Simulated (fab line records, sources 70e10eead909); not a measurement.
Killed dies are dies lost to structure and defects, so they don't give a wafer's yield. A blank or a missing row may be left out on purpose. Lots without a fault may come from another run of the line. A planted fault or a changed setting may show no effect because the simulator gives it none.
Chamber matching | flow nand_harc | NHARC_P_CONTACT_ALD_22 on ald_metal-04: 4 sister chambers
The step deposits TiN, target thk 3 nm, pulse time 1 s, ald cycles 150. 16 wafers are shown with their chamber, then 8 later ones without.

WAFERS WITH THEIR CHAMBER
wafer  | chamber | heater_power_w (W) | heater_power_outer_w (W) | precursor_pulse_height_rel
L077.1 | 3       | 1160               | 735                      | 0.974
L077.2 | 1       | 1260               | 788                      | 0.995
L077.5 | 0       | 1010               | 642                      | 1.024
L075.1 | 2       | 1158               | 744                      | 0.984
L075.2 | 3       | 1152               | 714                      | 0.995
L075.3 | 0       | 1006               | 628                      | 0.952
L080.1 | 0       | 1000               | 639                      | 1.032
L080.3 | 2       | 1158               | 751                      | 0.988
L080.5 | 1       | 1210               | 809                      | 1.007
L081.2 | 0       | 1014               | 642                      | 0.994
L081.3 | 3       | 1171               | 733                      | 1.009
L081.5 | 3       | 1143               | 716                      | 1.012
L083.1 | 0       | 991                | 654                      | 1.024
L083.2 | 2       | 1155               | 769                      | 0.994
L083.6 | 1       | 1266               | 772                      | 1.037
L084.1 | 1       | 1261               | 790                      | 1.003

SIGNATURES (means of the wafers above)
reading                    | chamber 0 | chamber 1 | chamber 2 | chamber 3 | scatter within a chamber
heater_power_w             | 1004.20   | 1249.25   | 1157.00   | 1156.50   | 15.4
heater_power_outer_w       | 641.00    | 789.75    | 754.67    | 724.50    | 12
precursor_pulse_height_rel | 1.00520   | 1.01050   | 0.98867   | 0.99750   | 0.023
Rule: a wafer's distance from a chamber is the root of the sum, over the readings, of the square of ((its reading less the chamber's mean) divided by the reading's scatter). The wafer belongs to the nearest chamber; if the next one is less than 2 further off, it can't be placed. The scatter: the root of (the sum of the squares of (reading less its chamber's mean) over the shown wafers, divided by (wafers less chambers)).

WAFERS WITHOUT THEIR CHAMBER
wafer  | heater_power_w (W) | heater_power_outer_w (W) | precursor_pulse_height_rel
L084.2 | 1000               | 638                      | 1.039
L084.6 | 1219               | 785                      | 1.020
L085.1 | 1191               | 776                      | 1.030
L085.3 | 1134               | 722                      | 1.023
L085.6 | 1025               | 636                      | 0.976
L096.1 | 1189               | 799                      | 1.019
L096.3 | 1242               | 815                      | 1.009
L096.5 | 1086               | 641                      | 1.019

WHICH CHAMBER EACH WENT THROUGH
wafer  | from the rows above          | in truth
L084.2 | 0                            | 0
L084.6 | 1                            | 1
L085.1 | can't be placed: 2 or 1 or 3 | 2
L085.3 | can't be placed: 3 or 2      | 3
L085.6 | 0                            | 0
L096.1 | can't be placed: 1 or 2      | 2
L096.3 | 1                            | 1
L096.5 | 0                            | 0
Placed correctly: 5 of 8. Can't be placed from these rows: 3 (the true chamber is among the candidates in 3). Placed wrongly: 0.
